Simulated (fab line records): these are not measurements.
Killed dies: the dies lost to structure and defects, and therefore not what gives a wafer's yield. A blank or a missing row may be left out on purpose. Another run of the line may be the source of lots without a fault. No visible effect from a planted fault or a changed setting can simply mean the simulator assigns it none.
Chamber matching + flow nand-harc + 3 sister chambers for NHARC_P_M1_PRE_CLEAN_32 on pecvd-02
The step time 12 s. 6 wafers are shown with their chamber, then 10 later ones without.

== WAFERS, EACH WITH ITS CHAMBER ==
| wafer  | chamber | heater-power-w (W) |
|--------|---------|--------------------|
| L087.2 | 1       | 620                |
| L085.3 | 0       | 499                |
| L085.4 | 1       | 574                |
| L085.5 | 2       | 636                |
| L090.2 | 0       | 522                |
| L090.4 | 2       | 601                |

== WAFERS WITH NO CHAMBER GIVEN ==
| wafer  | heater-power-w (W) |
|--------|--------------------|
| L090.6 | 530                |
| L093.1 | 704                |
| L093.3 | 605                |
| L093.5 | 470                |
| L094.2 | 641                |
| L094.4 | 537                |
| L094.6 | 603                |
| L096.3 | 672                |
| L096.4 | 682                |
| L096.5 | 541                |

== THE CHAMBER EACH PASSED THROUGH ==
| wafer  | from the rows above          | in truth |
|--------|------------------------------|----------|
| L090.6 | can't be placed: 0 or 1      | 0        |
| L093.1 | can't be placed: 2 or 1      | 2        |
| L093.3 | can't be placed: 1 or 2      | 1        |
| L093.5 | 0                            | 0        |
| L094.2 | can't be placed: 2 or 1      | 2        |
| L094.4 | can't be placed: 0 or 1      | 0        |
| L094.6 | can't be placed: 1 or 2      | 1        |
| L096.3 | can't be placed: 2 or 1      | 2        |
| L096.4 | can't be placed: 2 or 1      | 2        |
| L096.5 | can't be placed: 0 or 1 or 2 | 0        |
Placed correctly: 1 of 10. From these rows, 9 cannot be placed; in 9 the true chamber is one of the candidates. Placed wrongly: 0.
How it was worked out, from the rows above alone: a wafer's distance from a chamber is the root of the sum, over the readings, of the square of ((its reading less the chamber's mean) divided by the reading's scatter). The wafer belongs to the nearest chamber; if the next one is less than 2 further off, it can't be placed. Each chamber's mean is taken over the wafers shown for it. How the scatter is found: for the shown wafers, subtract from each reading the mean of its chamber, square and add these, divide the total by (wafers less chambers), then take the root.
